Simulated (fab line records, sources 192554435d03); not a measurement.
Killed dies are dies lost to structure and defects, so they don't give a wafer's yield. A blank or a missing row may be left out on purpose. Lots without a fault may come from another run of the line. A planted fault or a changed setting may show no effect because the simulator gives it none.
fab line records | flow n5_finfet
record lots=5 wafers=15 last_day=17
route steps=1938 shown BEOL_M11@1579 BEOL_M12@1602
lots that met no fault: from a run of the same line without faults
start_h: hours from the record's first day to the start of the lot's first wafer shown | wait_h: hours since the lot's step before | " the same as in the row above | L1.1+2: a row that stands for several wafers | - no value, or no start given | * or withheld: withheld | < > ~ a bound
route shown NAME@n: a module of which the file shows steps, and the number in the route of the first | usual: mean/standard deviation of fault-free wafers | same: alike in all rows | chamber/n: place in a boat | sites: the reading at each site | _std_site: their standard deviation | _edge_site: outer sites' mean less inner sites' | radius_mm: how far each site lies from the wafer's centre | mask NAME#n: copy n | behind: the tool/chamber that last shaped the wafer | hold: why the lot was held/for how many hours/how that ended | device: the transistor (n, p or np) that didn't switch | end of line: the same wafers' tests at the end of the route | a step without rows: its recipe alone | killed: dies lost to structure and defects at the first sort, not the wafer's yield | map: a wafer's dies, x killed, . not, _ none there
set.NAME: the setting as run; set.NAME@STEP: as run at that earlier step | model.NAME: the simulator's own value behind a step, which no gauge read
lots at some steps of the route; a table a step, a row a wafer
services: from which hour (start_h, from the record's first day; less than 0 if before it) a tool's chamber was out of use, for how many hours, and why
## steps
# step N5_BEOL_M11_ETCH_41
# recipe chemistry=CH3F/O2 target=SiCN target_depth_a=426 taper_deg=2 time_s=86 ion_energy_ev=120 mask_material=TiN pressure_mtorr=30 source_w=395 bias_w=75 Ar_flow_sccm=150 CH3F_flow_sccm=30 O2_flow_sccm=20
# usual O2_flow_sccm=20.00/0.065 drypump_motor_current_A=5.8/0.45 oes_product_au=0.79/0.071 rf_vpp_V=297.4/1.6 showerhead_plenum_p_Torr=2.00/0.078 throttle_valve_pct=16.34/0.2
# columns lot.wafer tool chamber start_h wait_h O2_flow_sccm drypump_motor_current_A oes_product_au rf_hours_counter_h rf_vpp_V showerhead_plenum_p_Torr throttle_valve_pct
L079.2 rie_diel-03 2 - - 19.95 6.2 0.81 95 297.0 2.01 16.13
L079.4 " 1 " " 20.04 6.0 0.71 215 295.7 1.90 16.42
L079.6 " 3 " " 20.08 6.0 0.88 - 301.4 2.13 16.40
L083.1 rie_diel-04 2 - - 19.98 4.8 0.71 212 298.0 2.06 16.23
L083.3 " 1 " " 19.98 5.3 0.81 83 296.6 1.94 16.64
L083.4 " 3 " " 19.98 6.0 0.73 189 297.1 1.90 16.31
L087.2 rie_diel-05 0 - - 20.00 6.3 0.81 97 296.2 1.94 16.56
L087.3 " 2 " " 19.94 5.4 0.81 117 300.1 2.09 16.24
L087.6 " 3 " " 19.91 5.3 0.93 - 295.9 1.97 15.91
L089.3 rie_diel-05 2 - - 20.04 5.4 0.79 118 298.7 2.09 16.25
L089.5 " 3 " " 20.09 5.3 0.92 - 297.5 1.97 15.92
L089.6 " 0 " " 20.02 6.3 0.80 - 296.5 1.94 16.58
L096.2 rie_diel-05 3 - - 19.97 5.3 0.87 35 296.0 1.96 15.95
L096.5 " 0 " " 19.97 6.3 0.78 - 296.4 1.93 16.62
L096.6 " 3 " " 19.98 5.3 0.87 - 297.3 1.96 15.94
# step N5_BEOL_M11_STRIP_77
# recipe chemistry=N2/H2 time_s=10 power_w=450 temp_c=40 pressure_mtorr=20 rf_frequency_hz=6e+07 bias_power_w=7 n2_flow_sccm=200 h2_flow_sccm=200
# usual drypump_motor_current_A=5.8/0.45 oes_product_au=0.79/0.072 rf_vpp_V=59.2/0.94 showerhead_plenum_p_Torr=2.54/0.1 throttle_valve_pct=23.69/0.3
# columns lot.wafer tool chamber start_h wait_h drypump_motor_current_A oes_product_au rf_hours_counter_h rf_vpp_V showerhead_plenum_p_Torr throttle_valve_pct
L079.2 rie_diel-03 2 - - 6.2 0.81 95 59.4 2.56 23.32
L079.4 " 1 " " 6.0 0.72 215 57.9 2.40 23.60
L079.6 " 3 " " 6.1 0.88 - 60.0 2.70 23.97
L083.1 rie_diel-04 2 - - 4.8 0.71 212 60.0 2.62 23.44
L083.3 " 1 " " 5.4 0.82 83 59.7 2.46 24.22
L083.4 " 3 " " 6.0 0.72 189 59.9 2.42 23.67
L087.2 rie_diel-05 0 - - 6.3 0.81 97 58.4 2.46 24.14
L087.3 " 2 " " 5.4 0.80 117 59.7 2.66 23.90
L087.6 " 3 " " 5.3 0.92 - 60.0 2.49 23.20
L089.3 rie_diel-05 2 - - 5.5 0.81 118 59.0 2.66 23.90
L089.5 " 3 " " 5.3 0.93 - 58.6 2.49 23.21
L089.6 " 0 " " 6.3 0.82 - 57.5 2.46 24.13
L096.2 rie_diel-05 3 - - 5.3 0.88 35 58.4 2.48 23.24
L096.5 " 0 " " 6.3 0.79 - 58.9 2.45 24.15
L096.6 " 3 " " 5.3 0.88 - 58.9 2.48 23.25
# step N5_BEOL_M11_OCD_MEAS_38
# usual trench_depth_nm=148.5/2.2
# columns lot.wafer tool chamber start_h wait_h trench_depth_nm
L079.2 ocd-02 - 266.13 - 146.4
L079.4 " - " " 147.0
L079.6 " - " " 150.2
L083.1 ocd-01 - 290.53 - 149.0
L083.3 " - " " 152.8
L083.4 " - " " 149.0
L087.2 ocd-01 - 318.49 - 152.1
L087.3 " - " " 148.5
L087.6 " - " " 149.7
L089.3 ocd-02 - 320.99 - 148.0
L089.5 " - " " 147.2
L089.6 " - " " 150.2
L096.2 ocd-02 - 361.58 - 148.0
L096.5 " - " " 148.9
L096.6 " - " " 146.9
# step N5_BEOL_M11_HM_STRIP_39
# recipe chemistry=peroxide_tin_strip material=TiN target_depth_a=250 temp_c=50 time_s=158
# usual bath_guard_temp_C=49.9/0.48
# columns lot.wafer tool chamber start_h wait_h bath_guard_temp_C
L079.2 wet_bench-02 4 266.16 0.0 50.3
L079.4 " 1 " " 50.4
L079.6 " 7 " " 50.3
L083.1 wet_bench-05 7 290.56 0.0 49.9
L083.3 " 5 " " 49.5
L083.4 " 6 " " 49.5
L087.2 wet_bench-03 3 318.52 0.0 49.6
L087.3 " 4 " " 50.1
L087.6 " 7 " " 48.9
L089.3 wet_bench-02 6 321.01 0.0 49.8
L089.5 " 2 " " 49.3
L089.6 " 4 " " 50.4
L096.2 wet_bench-03 1 361.62 0.0 49.5
L096.5 " 6 " " 50.3
L096.6 " 2 " " 50.6
# step N5_BEOL_M11_SRD_40
# recipe time_s=30 temp_c=23 rinse_liquid=diw dry=ipa_marangoni
# columns lot.wafer tool chamber start_h wait_h
L079.2+4+6 wet_bench-02 4,1,7 266.21 0.0
L083.1+3+4 wet_bench-05 7,5,6 290.61 0.0
L087.2+3+6 wet_bench-03 3,4,7 318.57 0.0
L089.3+5+6 wet_bench-02 6,2,4 321.06 0.0
L096.2+5+6 wet_bench-03 1,6,2 361.67 0.0
# step N5_BEOL_M11_PRECLEAN_42
# recipe chemistry=residue_remover time_s=60 temp_c=40
# usual bath_guard_temp_C=39.9/0.53
# columns lot.wafer tool chamber start_h wait_h bath_guard_temp_C
L079.2 wet_bench-02 4 266.23 0.0 40.7
L079.4 " 1 " " 40.4
L079.6 " 7 " " 40.3
L083.1 wet_bench-05 7 290.62 0.0 39.9
L083.3 " 5 " " 39.6
L083.4 " 6 " " 39.6
L087.2 wet_bench-03 3 318.59 0.0 39.4
L087.3 " 4 " " 39.9
L087.6 " 7 " " 39.1
L089.3 wet_bench-02 6 321.08 0.0 40.3
L089.5 " 2 " " 39.3
L089.6 " 4 " " 40.4
L096.2 wet_bench-03 1 361.69 0.0 39.8
L096.5 " 6 " " 40.4
L096.6 " 2 " " 40.6
# step N5_BEOL_M11_SRD_43
# recipe time_s=30 temp_c=23 rinse_liquid=diw dry=ipa_marangoni
# columns lot.wafer tool chamber start_h wait_h
L079.2+4+6 wet_bench-02 4,1,7 266.24 0.0
L083.1+3+4 wet_bench-05 7,5,6 290.64 0.0
L087.2+3+6 wet_bench-03 3,4,7 318.60 0.0
L089.3+5+6 wet_bench-02 6,2,4 321.09 0.0
L096.2+5+6 wet_bench-03 1,6,2 361.71 0.0
# step N5_BEOL_M11_CD_MEAS_35
# recipe target_cd_nm=70 polarity=opening
# usual cd_nm=69.9/0.59
# columns lot.wafer tool chamber start_h wait_h cd_nm
L079.2 cd_sem-02 - 266.29 0.0 70.1
L079.4 " - " " 69.8
L079.6 " - " " 70.8
L083.1 cd_sem-03 - 290.68 0.0 69.4
L083.3 " - " " 68.4
L083.4 " - " " 69.4
L087.2 cd_sem-03 - 318.65 0.0 69.8
L087.3 " - " " 69.5
L087.6 " - " " 69.9
L089.3 cd_sem-02 - 321.14 0.0 69.2
L089.5 " - " " 69.4
L089.6 " - " " 68.9
L096.2 cd_sem-02 - 361.75 0.0 70.2
L096.5 " - " " 70.2
L096.6 " - " " 70.3
# step N5_BEOL_M11_CURE_72
# recipe temp_c=370 time_s=120 ambient=DMADMS/He material=SiCOH_lowk
# usual lamp_power_pct=52.32/0.056 wafer_temp_C_max=371.9/0.58
# columns lot.wafer tool chamber start_h wait_h lamp_power_pct wafer_temp_C_max
L079.2 uv_cure-03 2 266.38 0.1 52.38 371.9
L079.4 " 2 " " 52.32 372.1
L079.6 " 2 " " 52.23 371.5
L083.1 uv_cure-02 0 290.72 0.0 52.37 370.9
L083.3 " 0 " " 52.24 371.9
L083.4 " 0 " " 52.29 371.7
L087.2 uv_cure-03 1 318.74 0.1 52.33 372.0
L087.3 " 1 " " 52.29 372.9
L087.6 " 1 " " 52.36 372.2
L089.3 uv_cure-01 0 321.28 0.1 52.28 372.4
L089.5 " 0 " " 52.35 372.7
L089.6 " 0 " " 52.41 373.0
L096.2 uv_cure-01 1 362.01 0.3 52.32 371.7
L096.5 " 1 " " 52.34 371.1
L096.6 " 1 " " 52.32 371.0
# step N5_BEOL_M11_DEGAS_44
# recipe ambient=vacuum temp_c=250 time_s=60
# usual heater_power_w=300/34
# columns lot.wafer tool chamber start_h wait_h heater_power_w
L079.2 pvd_sputter-02 - 267.19 0.8 312
L079.4 " - " " 332
L079.6 " - " " 308
L083.1 pvd_sputter-01 - 291.30 0.5 247
L083.3 " - " " 320
L083.4 " - " " 379
L087.2 pvd_sputter-01 - 319.08 0.3 260
L087.3 " - " " 250
L087.6 " - " " 250
L089.3 pvd_sputter-03 - 321.50 0.2 290
L089.5 " - " " 265
L089.6 " - " " 294
L096.2 pvd_sputter-03 - 362.48 0.4 263
L096.5 " - " " 296
L096.6 " - " " 256
# step N5_BEOL_M11_PRE_CLEAN_45
# recipe gas=H2/He time_s=30 temp_c=250
# usual heater_power_w=300/34
# columns lot.wafer tool chamber start_h wait_h heater_power_w
L079.2 pvd_sputter-02 - 267.23 0.0 312
L079.4 " - " " 325
L079.6 " - " " 310
L083.1 pvd_sputter-01 - 291.34 0.0 250
L083.3 " - " " 313
L083.4 " - " " 370
L087.2 pvd_sputter-01 - 319.12 0.0 271
L087.3 " - " " 248
L087.6 " - " " 242
L089.3 pvd_sputter-03 - 321.54 0.0 305
L089.5 " - " " 264
L089.6 " - " " 293
L096.2 pvd_sputter-03 - 362.52 0.0 260
L096.5 " - " " 303
L096.6 " - " " 266
# step N5_BEOL_M11_ALD_74
# recipe material=TaN target_thk_a=20 temp_c=275 ald_precursor_family=PDMAT ald_co_reactant=NH3 pressure_torr=3 carrier_flow_sccm=1500 pulse_time_s=2 purge_time_s=3 co_reactant_purge_time_s=2 co_reactant_pulse_time_s=3 ald_cycles=40 precursor_vessel_temp_c=75 precursor_vessel_pressure_torr=26.25 precursor_vessel_carrier_sccm=1000
# usual heater_power_w=437/33
# columns lot.wafer tool chamber start_h wait_h heater_power_w
L079.2 ald_metal-03 2 267.29 0.0 468
L079.4 " 3 " " 401
L079.6 " 1 " " 392
L083.1 ald_metal-04 0 291.42 0.1 451
L083.3 " 3 " " 424
L083.4 " 2 " " 428
L087.2 ald_metal-04 3 319.19 0.1 422
L087.3 " 0 " " 463
L087.6 " 1 " " 453
L089.3 ald_metal-04 0 321.60 0.0 463
L089.5 " 0 " " 480
L089.6 " 3 " " 427
L096.2 ald_metal-04 2 362.58 0.0 446
L096.5 " 2 " " 439
L096.6 " 3 " " 433
# step N5_BEOL_M11_SURFACE_TREAT_76
# recipe gas=Ar time_s=* ion_energy_ev=* ion_current_ma_cm2=0.5 pressure_mtorr=* ar_flow_sccm=30
# usual throttle_valve_pct=*
# columns lot.wafer tool chamber start_h wait_h throttle_valve_pct
L079.2 pvd_sputter-01 - 267.71 0.3 *
L079.4 " - " " *
L079.6 " - " " *
L083.1 pvd_sputter-01 - 291.76 0.2 *
L083.3 " - " " *
L083.4 " - " " *
L087.2 pvd_sputter-01 - 319.64 0.3 *
L087.3 " - " " *
L087.6 " - " " *
L089.3 pvd_sputter-01 - 321.88 0.2 *
L089.5 " - " " *
L089.6 " - " " *
L096.2 pvd_sputter-03 - 362.92 0.2 *
L096.5 " - " " *
L096.6 " - " " *
# step N5_BEOL_M11_CVD_75
# recipe material=Co target_thk_a=20 temp_c=withheld precursor=CCTBA/H2 pressure_torr=30 time_s=138.9
# columns lot.wafer tool chamber start_h wait_h
L079.2+4+6 cvd_co-01 1,2,0 267.84 0.1
L083.1+3+4 cvd_co-02 1,2,0 291.85 0.1
L087.2+3+6 cvd_co-01 2,1,1 319.70 0.0
L089.3+5+6 cvd_co-01 1,0,2 321.95 0.1
L096.2+5+6 cvd_co-01 0,1,2 363.02 0.1
# step N5_BEOL_M11_SPUTTER_48
# recipe material=Cu target_thk_a=120 temp_c=-20 bias_v=60 power_w=26000 chamber_pressure_pa=0.13 time_s=2
# usual bias_v=60.0/0.63 cathode_dc_power_W=25999/4.8 chuck_gas_flow_sccm=1.26/0.057 throttle_valve_pct=30.3/1.1
# columns lot.wafer tool chamber start_h wait_h bias_v cathode_dc_power_W chuck_gas_flow_sccm throttle_valve_pct
L079.2 pvd_sputter-01 - 268.03 0.1 59.8 25999 1.25 30.0
L079.4 " - " " 60.3 26005 1.29 30.0
L079.6 " - " " 60.8 26005 1.24 29.1
L083.1 pvd_sputter-01 - 292.12 0.2 58.9 26002 1.39 30.0
L083.3 " - " " 59.8 25997 1.30 29.9
L083.4 " - " " 60.2 26000 1.22 30.2
L087.2 pvd_sputter-03 - 319.84 0.1 60.1 25998 1.25 29.1
L087.3 " - " " 60.7 26000 1.36 32.0
L087.6 " - " " 60.3 26007 1.37 32.0
L089.3 pvd_sputter-03 - 322.08 0.1 59.9 25997 1.27 29.0
L089.5 " - " " 59.8 26003 1.27 29.1
L089.6 " - " " 60.3 26000 1.16 32.7
L096.2 pvd_sputter-01 - 363.13 0.1 61.2 25992 1.25 30.1
L096.5 " - " " 61.1 26000 1.37 29.6
L096.6 " - " " 61.4 26002 1.20 30.4
# step N5_BEOL_M11_ECD_50
# recipe material=Cu target_thk_a=3180
# columns lot.wafer tool chamber start_h wait_h
L079.2+4+6 ecd_cu-02 0 268.15 0.1
L083.1+3+4 ecd_cu-01 1,1,0 292.27 0.1
L087.2+3+6 ecd_cu-02 1,0,1 319.96 0.1
L089.3+5+6 ecd_cu-02 0,1,0 322.24 0.1
L096.2+5+6 ecd_cu-01 1,0,1 363.26 0.1
# step N5_BEOL_M11_ANNEAL_51
# recipe temp_c=225 time_s=90 ambient=N2
# usual wafer_temp_C_max=225.65/0.23
# columns lot.wafer tool chamber start_h wait_h wafer_temp_C_max
L079.2 rtp_anneal-01 0 268.30 0.1 226.12
L079.4 " 0 " " 225.86
L079.6 " 0 " " 225.62
L083.1 rtp_anneal-01 0 293.00 0.7 225.41
L083.3 " 0 " " 225.73
L083.4 " 0 " " 225.48
L087.2 rtp_anneal-02 0 320.30 0.3 225.73
L087.3 " 0 " " 225.47
L087.6 " 0 " " 225.44
L089.3 rtp_anneal-01 0 322.41 0.1 225.42
L089.5 " 0 " " 225.29
L089.6 " 0 " " 225.23
L096.2 rtp_anneal-02 0 364.58 1.3 225.86
L096.5 " 0 " " 225.70
L096.6 " 0 " " 225.96
# step N5_BEOL_M11_CMP_52
# recipe stop_on=SiCOH_lowk t_overpolish_s=7 down_force_psi=1 platen_rpm=50 clearing_platen_down_force_psi=1.5 clearing_platen_rpm=50 post_cmp_clean=cu_alkaline target_thk_nm=140 clearing_platen_pad_velocity_m_s=0.99484 pad_velocity_m_s=0.99484
# usual barrier_field_endpoint_s=29.2/0.66 motor_current_A=6.4/0.75 overpolish_run_s=7.000/0.0091 time_to_endpoint_s=67.1/2.9
# columns lot.wafer tool chamber start_h wait_h barrier_field_endpoint_s motor_current_A overpolish_run_s time_to_endpoint_s
L079.4 cmp-02 0 268.56 0.1 29.1 6.0 7.002 62.8
L079.2 " 1 " " 28.3 6.7 6.978 62.6
L079.6 " 0 " " 29.1 6.1 7.012 61.8
L083.4 cmp-03 0 293.30 0.1 29.0 5.8 7.002 68.4
L083.3 " 1 " " 28.7 6.2 6.998 67.9
L083.1 " 3 " " 29.5 6.2 7.023 68.4
L087.2 cmp-02 0 320.55 0.2 28.6 6.1 7.007 68.8
L087.3 " 1 " " 28.7 6.7 6.998 67.0
L087.6 " 0 " " 29.1 6.3 7.005 66.7
L089.3 cmp-01 0 322.93 0.5 29.8 7.0 6.995 66.2
L089.6 " 0 " " 29.2 7.0 6.995 64.9
L089.5 " 1 " " 30.0 6.6 7.000 64.1
L096.2 cmp-01 2 364.95 0.3 28.5 4.8 6.999 72.9
L096.5 " 3 " " 28.5 8.0 7.001 69.2
L096.6 " 0 " " 28.6 7.2 6.996 66.6
# step N5_BEOL_M11_THK_MEAS_53
# recipe thk_meas_gauge=xrf reads=Cu_of_BEOL_M11_ECD_50
# usual M11_THK=140.1/2.7
# columns lot.wafer tool chamber start_h wait_h M11_THK[nm]
L079.2 film_metro-01 - 268.85 - 139.2
L079.4 " - " " 139.8
L079.6 " - " " 141.3
L083.1 film_metro-02 - 293.59 - 138.8
L083.3 " - " " 142.9
L083.4 " - " " 140.2
L087.2 film_metro-02 - 320.84 - 145.3
L087.3 " - " " 140.2
L087.6 " - " " 143.6
L089.3 film_metro-01 - 323.22 - 137.1
L089.5 " - " " 137.5
L089.6 " - " " 139.3
L096.2 film_metro-01 - 365.13 - 140.9
L096.5 " - " " 140.7
L096.6 " - " " 139.0
# step N5_BEOL_M11_PRE_CLEAN_55
# recipe gas=NH3 time_s=15 temp_c=withheld rf_power_w=300
# columns lot.wafer tool chamber start_h wait_h
L079.2+4+6 pecvd-02 1,0,1 268.89 0.0
L083.1+3+4 pecvd-02 0,1,1 293.63 0.0
L087.2+3+6 pecvd-04 1,0,1 320.88 0.0
L089.3+5+6 pecvd-04 2,0,1 323.26 0.0
L096.2+5+6 pecvd-02 2,0,1 365.16 0.0
# step N5_BEOL_M11_DEP_56
# recipe material=SiCN target_thk_a=300 temp_c=withheld precursor=3MS/NH3 pressure_torr=3 rf_w=675 time_s=10.5
# usual showerhead_plenum_p_Torr=4.148/0.024 showerhead_vpp_V=1603/56 throttle_valve_pct=17.7/0.71
# columns lot.wafer tool chamber start_h wait_h showerhead_plenum_p_Torr showerhead_vpp_V throttle_valve_pct
L079.2 pecvd-02 1 268.91 0.0 4.198 1681 19.0
L079.4 " 0 " " 4.135 1695 18.5
L079.6 " 1 " " 4.176 1686 19.3
L083.1 pecvd-02 0 293.66 0.0 4.129 1649 18.4
L083.3 " 1 " " 4.176 1672 18.9
L083.4 " 1 " " 4.182 1674 19.0
L087.2 pecvd-04 1 320.90 0.0 4.151 1612 16.6
L087.3 " 0 " " 4.149 1558 17.7
L087.6 " 1 " " 4.148 1596 16.7
L089.3 pecvd-04 2 323.28 0.0 4.148 1577 17.3
L089.5 " 0 " " 4.139 1518 17.5
L089.6 " 1 " " 4.152 1598 17.0
L096.2 pecvd-02 2 365.19 0.0 4.124 1557 17.1
L096.5 " 0 " " 4.117 1664 18.4
L096.6 " 1 " " 4.189 1690 19.2
# step N5_BEOL_M11_RS_MEAS_57
# recipe thk_meas_gauge=four-point-probe reads=Cu_of_BEOL_M11_ECD_50+Co_of_BEOL_M11_CVD_75+TaN_of_BEOL_M11_ALD_74
# usual M11_RS=0.151/0.0031
# columns lot.wafer tool chamber start_h wait_h M11_RS[ohm/sq]
L079.2 film_metro-01 - 268.98 0.0 0.153
L079.4 " - " " 0.154
L079.6 " - " " 0.151
L083.1 film_metro-01 - 293.72 0.0 0.151
L083.3 " - " " 0.147
L083.4 " - " " 0.150
L087.2 film_metro-02 - 320.97 0.0 0.147
L087.3 " - " " 0.152
L087.6 " - " " 0.149
L089.3 film_metro-01 - 323.35 0.0 0.153
L089.5 " - " " 0.153
L089.6 " - " " 0.151
L096.2 film_metro-01 - 365.25 0.0 0.151
L096.5 " - " " 0.151
L096.6 " - " " 0.153
# step N5_BEOL_M11_INSPECT_58
# recipe inspect_instrument=darkfield mode=post_dep
# usual raw_defect_count=69/27
# columns lot.wafer tool chamber start_h wait_h raw_defect_count
L079.2 defect_inspect-01 - 269.00 0.0 27
L079.4 " - " " 58
L079.6 " - " " 53
L083.1 defect_inspect-01 - 293.74 0.0 64
L083.3 " - " " 69
L083.4 " - " " 64
L087.2 defect_inspect-02 - 320.99 0.0 224
L087.3 " - " " 82
L087.6 " - " " 125
L089.3 defect_inspect-02 - 323.38 0.0 73
L089.5 " - " " 76
L089.6 " - " " 60
L096.2 defect_inspect-01 - 365.28 0.0 46
L096.5 " - " " 43
L096.6 " - " " 47
# step N5_BEOL_M12_ILD_DEP_00
# recipe material=SiOC target_thk_a=6589.2 temp_c=350 precursor=DEMS/O2 pressure_torr=5 rf_w=500 time_s=130.7
# usual heater_power_w=474/60 showerhead_plenum_p_Torr=5.693/0.018 showerhead_vpp_V=1404/62 throttle_valve_pct=12.1/0.65
# columns lot.wafer tool chamber start_h wait_h heater_power_w showerhead_plenum_p_Torr showerhead_vpp_V throttle_valve_pct
L079.2 pecvd-01 2 269.04 0.0 383 5.664 1415 11.5
L079.4 " 1 " " 429 5.719 1394 12.1
L079.6 " 2 " " 406 5.672 1407 11.5
L083.1 pecvd-01 1 293.78 0.0 420 5.722 1428 12.0
L083.3 " 0 " " 510 5.691 1336 12.0
L083.4 " 2 " " 349 5.665 1435 11.7
L087.2 pecvd-03 2 321.03 0.0 526 5.679 1339 11.0
L087.3 " 0 " " 495 5.705 1380 12.3
L087.6 " 1 " " 403 5.698 1464 12.9
L089.3 pecvd-02 1 323.46 0.1 377 5.721 1473 12.8
L089.5 " 1 " " 404 5.703 1451 12.7
L089.6 " 0 " " 536 5.679 1424 12.2
L096.2 pecvd-03 1 365.32 0.0 491 5.710 1484 13.0
L096.5 " 2 " " 493 5.671 1329 11.3
L096.6 " 1 " " 401 5.707 1510 13.1
# step N5_BEOL_M12_THK_MEAS_01
# recipe reads=SiOC_of_BEOL_M12_ILD_DEP_00
# usual M12_ILD_THK=657/8.9
# columns lot.wafer tool chamber start_h wait_h M12_ILD_THK[nm]
L079.2 film_metro-01 - 269.17 0.1 649
L079.4 " - " " 662
L079.6 " - " " 655
L083.1 film_metro-01 - 293.91 0.1 657
L083.3 " - " " 661
L083.4 " - " " 665
L087.2 film_metro-02 - 321.16 0.1 650
L087.3 " - " " 661
L087.6 " - " " 658
L089.3 film_metro-02 - 323.59 0.1 669
L089.5 " - " " 673
L089.6 " - " " 673
L096.2 film_metro-02 - 365.45 0.1 651
L096.5 " - " " 642
L096.6 " - " " 650
# step N5_BEOL_M12_COAT_58
# recipe resist=BARC temp_c=205 time_s=60 spin_rpm=1500 resist_thk_nm=89
# columns lot.wafer tool chamber start_h wait_h
L079.2+4+6 litho_track-03 0 269.20 0.0
L083.1+3+4 litho_track-03 0 293.95 0.0
L087.2+3+6 litho_track-03 0 321.19 0.0
L089.3+5+6 litho_track-01 0 323.62 0.0
L096.2+5+6 litho_track-03 0 365.48 0.0
# step N5_BEOL_M12_COAT_04
# recipe spin_rpm=1625 resist_thk_nm=400
# columns lot.wafer tool chamber start_h wait_h
L079.2+4+6 litho_track-03 0 - -
L083.1+3+4 litho_track-03 0 - -
L087.2+3+6 litho_track-03 0 - -
L089.3+5+6 litho_track-01 0 - -
L096.2+5+6 litho_track-03 0 - -
# step N5_BEOL_M12_EBR_06
# recipe solvent=PGMEA ebr_width_mm=1.5
# columns lot.wafer tool chamber start_h wait_h
L079.2+4+6 litho_track-03 0 - -
L083.1+3+4 litho_track-03 0 - -
L087.2+3+6 litho_track-03 0 - -
L089.3+5+6 litho_track-01 0 - -
L096.2+5+6 litho_track-03 0 - -
# step N5_BEOL_M12_SOFTBAKE_05
# recipe temp_c=130 time_s=60
# columns lot.wafer tool chamber start_h wait_h
L079.2+4+6 litho_track-03 0 - -
L083.1+3+4 litho_track-03 0 - -
L087.2+3+6 litho_track-03 0 - -
L089.3+5+6 litho_track-01 0 - -
L096.2+5+6 litho_track-03 0 - -
# step N5_BEOL_M12_EXPOSE_07
# recipe mask_id=V11 na=0.93 source_shape=conventional sigma_outer=0.6 polarization=unpolarized attpsm_phase_deg=180 dose_mj=32.5
# columns lot.wafer tool chamber start_h wait_h mask
L079.2+4+6 krf_scanner-01 0 269.31 - V11#0
L083.1+3+4 krf_scanner-01 0 294.04 - V11#0
L087.2+3+6 krf_scanner-02 0 321.42 - V11#0
L089.3+5+6 krf_scanner-01 0 323.86 - V11#0
L096.2+5+6 krf_scanner-01 0 365.58 - V11#0
# step N5_BEOL_M12_PEB_08
# recipe peb_temp_c=130 peb_time_s=90
# same peb_time_s=90
# columns lot.wafer tool chamber start_h wait_h
L079.2+4+6 litho_track-02 0 269.36 0.0
L083.1+3+4 litho_track-01 0 294.10 0.1
L087.2+3+6 litho_track-01 0 321.47 0.0
L089.3+5+6 litho_track-01 0 323.91 0.0
L096.2+5+6 litho_track-02 0 365.64 0.0
# step N5_BEOL_M12_DEVELOP_09
# recipe develop_time_s=45 rinse_liquid=diw dry=air_spin dev_temp_c=21
# usual developer_temp_C=21.00/0.11
# columns lot.wafer tool chamber start_h wait_h developer_temp_C
L079.2 litho_track-02 0 - - 20.78
L079.4 " 0 " " 20.86
L079.6 " 0 " " 21.02
L083.1 litho_track-01 0 - - 21.19
L083.3 " 0 " " 21.12
L083.4 " 0 " " 21.16
L087.2 litho_track-01 0 - - 20.90
L087.3 " 0 " " 20.91
L087.6 " 0 " " 20.79
L089.3 litho_track-01 0 - - 20.98
L089.5 " 0 " " 21.03
L089.6 " 0 " " 20.96
L096.2 litho_track-02 0 - - 21.10
L096.5 " 0 " " 21.10
L096.6 " 0 " " 21.13
# step N5_BEOL_M12_HARDBAKE_14
# recipe temp_c=130 time_s=120
# columns lot.wafer tool chamber start_h wait_h
L079.2+4+6 litho_track-02 0 - -
L083.1+3+4 litho_track-01 0 - -
L087.2+3+6 litho_track-01 0 - -
L089.3+5+6 litho_track-01 0 - -
L096.2+5+6 litho_track-02 0 - -
# step N5_BEOL_M12_CD_MEAS_10
# recipe target_cd_nm=140 landing_energy_ev=500 detector=se_inlens polarity=opening
# usual cd_nm=140.2/1.6
# same landing_energy_ev=500
# columns lot.wafer tool chamber start_h wait_h cd_nm
L079.2 cd_sem-01 0 269.47 - 138.7
L079.4 " 0 " " 139.9
L079.6 " 0 " " 139.9
L083.1 cd_sem-01 0 294.22 - 141.7
L083.3 " 0 " " 141.3
L083.4 " 0 " " 140.2
L087.2 cd_sem-02 0 321.59 - 141.9
L087.3 " 0 " " 140.8
L087.6 " 0 " " 142.3
L089.3 cd_sem-03 0 324.02 - 140.5
L089.5 " 0 " " 141.2
L089.6 " 0 " " 141.6
L096.2 cd_sem-02 0 365.75 - 140.4
L096.5 " 0 " " 139.5
L096.6 " 0 " " 139.9
# step N5_BEOL_M12_OVL_MEAS_11
# recipe points_per_wafer=44
# usual V11_OVL=-2/5.4
# columns lot.wafer tool chamber start_h wait_h V11_OVL[nm]
L079.2 overlay-01 0 269.50 0.0 -4
L079.4 " 0 " " -2
L079.6 " 0 " " -1
L083.1 overlay-02 0 294.25 0.0 1
L083.3 " 0 " " 8
L083.4 " 0 " " 1
L087.2 overlay-02 0 321.62 0.0 -7
L087.3 " 0 " " -2
L087.6 " 0 " " 5
L089.3 overlay-02 0 324.05 0.0 -3
L089.5 " 0 " " -11
L089.6 " 0 " " -6
L096.2 overlay-01 0 365.78 0.0 -3
L096.5 " 0 " " 10
L096.6 " 0 " " 2
# step N5_BEOL_M12_INSPECT_12
# recipe mode=adi inspect_instrument=macro
# usual raw_defect_count=2.0/1.4
# columns lot.wafer tool chamber start_h wait_h raw_defect_count
L079.2 defect_inspect-02 - 269.53 0.0 2
L079.4 " - " " 3
L079.6 " - " " 3
L083.1 defect_inspect-01 - 294.27 0.0 1
L083.3 " - " " 3
L083.4 " - " " 1
L087.2 defect_inspect-02 - 321.64 0.0 1
L087.3 " - " " 2
L087.6 " - " " 0
L089.3 defect_inspect-02 - 324.08 0.0 1
L089.5 " - " " 3
L089.6 " - " " 0
L096.2 defect_inspect-01 - 365.80 0.0 1
L096.5 " - " " 2
L096.6 " - " " 2
## services
# columns tool chamber start_h hours kind
rie_diel-05 1 245.40 1.7 repair
cmp-02 - 247.72 1.5 repair
cmp-02 - 263.21 4.0 pm
ald_metal-04 - 264.02 2.8 pm
cvd_co-01 - 264.18 1.5 repair
rie_diel-04 2 270.32 2.7 repair
uv_cure-01 - 272.45 1.2 repair
cmp-01 - 272.53 4.6 pm
pecvd-03 - 275.77 0.4 repair
pecvd-03 - 280.65 5.5 pm
krf_scanner-01 - 284.15 0.7 repair
krf_scanner-01 - 285.34 1.3 pm
ecd_cu-02 - 291.19 1.9 repair
rie_diel-04 2 293.38 3.7 repair
uv_cure-01 - 301.21 7.1 pm
cmp-01 - 303.39 0.9 repair
pecvd-01 0 308.57 10.3 repair
uv_cure-01 - 315.45 0.8 repair
pecvd-04 - 324.79 6.0 pm
cmp-01 - 328.46 8.8 repair
cmp-02 - 330.03 11.7 pm
pecvd-01 - 334.76 2.8 pm
pvd_sputter-03 - 340.49 2.0 repair
ecd_cu-01 - 356.79 1.2 repair
## key
fault none
